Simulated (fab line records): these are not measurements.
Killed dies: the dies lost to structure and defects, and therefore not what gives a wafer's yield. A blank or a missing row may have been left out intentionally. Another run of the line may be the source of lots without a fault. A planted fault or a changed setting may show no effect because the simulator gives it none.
Chamber matching | flow nand_harc | 3 sister chambers for NHARC_A_SLIT_DEP_23 on pecvd-01
The step deposits SiON, target thk 100 nm. 20 wafers are shown with their chamber, then 10 later ones without.

## WAFERS WITH THEIR CHAMBER
wafer  | chamber | heater_power_w (W)
L076.2 | 2       | 896
L076.5 | 2       | 912
L076.6 | 1       | 722
L079.2 | 2       | 926
L079.3 | 1       | 758
L079.5 | 1       | 767
L081.1 | 2       | 938
L081.2 | 0       | 789
L081.5 | 2       | 929
L081.3 | 1       | 718
L081.4 | 0       | 791
L081.6 | 1       | 729
L084.4 | 2       | 797
L084.5 | 0       | 743
L084.6 | 1       | 787
L085.1 | 1       | 740
L085.4 | 0       | 739
L085.6 | 1       | 751
L088.3 | 1       | 752
L088.4 | 0       | 718

SIGNATURES, as means of the wafers listed above
reading        | chamber 0 | chamber 1 | chamber 2 | scatter within a chamber
heater_power_w | 756.00    | 747.11    | 899.67    | 35.9
Rule: for each reading, subtract the chamber's mean from the wafer's reading, divide by that reading's scatter and square the result; add these up over the readings and take the root, which gives the wafer's distance from the chamber. The wafer belongs to the nearest chamber; if the next one is less than 2 further off, it can't be placed. The scatter: take each reading less its chamber's mean, square it, sum over the shown wafers, divide by the number of wafers less the number of chambers, and take the root.

## WAFERS WHOSE CHAMBER IS MISSING
wafer  | heater_power_w (W)
L088.5 | 773
L088.1 | 883
L088.2 | 741
L088.6 | 891
L092.1 | 743
L092.4 | 920
L092.5 | 711
L095.2 | 736
L095.3 | 916
L095.6 | 930

## WHICH CHAMBER EACH ONE RAN IN
wafer  | from the rows above     | in truth
L088.5 | can't be placed: 0 or 1 | 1
L088.1 | 2                       | 2
L088.2 | can't be placed: 1 or 0 | 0
L088.6 | 2                       | 2
L092.1 | can't be placed: 1 or 0 | 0
L092.4 | 2                       | 2
L092.5 | can't be placed: 1 or 0 | 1
L095.2 | can't be placed: 1 or 0 | 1
L095.3 | 2                       | 2
L095.6 | 2                       | 2
Correctly placed: 5 of 10. Not placeable from these rows: 5 (in 5, the candidates include the true chamber). Number placed wrongly: 0.
